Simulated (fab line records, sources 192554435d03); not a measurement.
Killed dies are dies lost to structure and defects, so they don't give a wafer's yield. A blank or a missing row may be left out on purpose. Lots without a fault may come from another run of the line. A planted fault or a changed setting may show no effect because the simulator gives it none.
Problem report in the 8D (eight disciplines) form, filled by code | flow n5_finfet | the parts of the form that need people (team, actions taken, sign-off) are left out

1. THE PROBLEM
cd_nm at N5_BEOL_M8_CD_MEAS_11 reads a mean of 42.3 nm on 3 wafers of 3 lots; wafers without a fault read 38.4 nm with a standard deviation of 0.64. That is +6.1 standard deviations from the usual mean.
The step: target cd 38.5 nm.
First seen on wafer L364.4, day 13 15:54, on cd_sem-02. The record holds 13 wafers of 5 lots with a number at this step. Rule for "out", or "out of limits": more than 4 standard deviations from the usual mean. The other wafers with a number count as sound.

2. WHAT IT IS AND WHAT IT IS NOT
question                    | is                     | is not
which readings at this step | cd_nm                  | -
which lots                  | L364, L367, L370       | L352, L359
which wafers of those lots  | L364.4, L367.4, L370.3 | L364.1, L364.5, L367.2, L370.2
read on which gauges        | cd_sem-02              | cd_sem-03
when                        | from day 13 15:54      | up to then (8 sound wafers); but 2 sound wafers of L367, L370 came after

3. SUSPECTS, AND WHAT RULES EACH OUT
Counting: a tool at a process step up to the reading stays a suspect if it ran every lot that is out. Sound lots after the first of them don't rule it out here, since some wafers of a struck lot are sound.
- the gauge at N5_BEOL_M8_CD_MEAS_11: kept. All the wafers that are out were read on cd_sem-02, and no step on other tools shows them out.
- litho_track-05 at N5_BEOL_M8_PEB_09 (peb time 60 s): kept. It ran every lot that is out, first L364 (day 13 15:50); its last sound lot up to then is L352 (day 10 10:18).
Left after counting: litho_track-05 at N5_BEOL_M8_PEB_09, cd_sem-02 at N5_BEOL_M8_CD_MEAS_11.

4. THE CAUSE (what the simulator had put in)
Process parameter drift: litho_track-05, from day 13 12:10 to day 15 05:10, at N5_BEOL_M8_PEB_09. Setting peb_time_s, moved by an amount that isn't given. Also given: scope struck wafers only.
Counting left 2 suspects, and this tool is among them.

5. THE CHAIN OF EFFECTS, in route order
Each row: a reading whose mean over the struck wafers that have a number lies more than 3 standard deviations from the usual. Only readings for which the record gives a usual standard deviation are gone through. hours: the time from each lot's start at the first step in this table that gives one to its start at this step, as a median over the lots. sigmas: the change in usual standard deviations.
hours | step                    | reading            | usual       | on struck wafers | change | sigmas
0     | N5_BEOL_M8_CD_MEAS_11   | cd_nm              | 38.4 nm     | 42.3             | +3.9   | +6.1
1     | N5_BEOL_M8_CD_MEAS_18   | cd_nm              | 40.1 nm     | 44.3             | +4.2   | +6.4
56    | N5_BEOL_M15_RC_MEAS_101 | SERP_M8            | 13.7 ohm/um | 11.7             | -2.0   | -3.2
56    | N5_BEOL_M15_RC_MEAS_101 | SERP_M8_max_site   | 14.4 ohm/um | 12.1             | -2.3   | -3.5
72    | N5_PASSIVATION_PROBE_49 | sort_bin_4_leakage | 0.00 %      | 0.20             | +0.20  | +3.9
The process steps in it:
- N5_PASSIVATION_PROBE_49

6. WHAT WOULD HAVE CAUGHT IT SOONER
In this record the first reading out of limits at a measuring or inspecting step was taken at day 13 15:54, 4 hours after the fault began at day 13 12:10.
Of the lots that are out (3), L367, L370 began N5_BEOL_M8_PEB_09 on litho_track-05 after day 13 15:54. A hold on the tool at that time would have spared those 2.
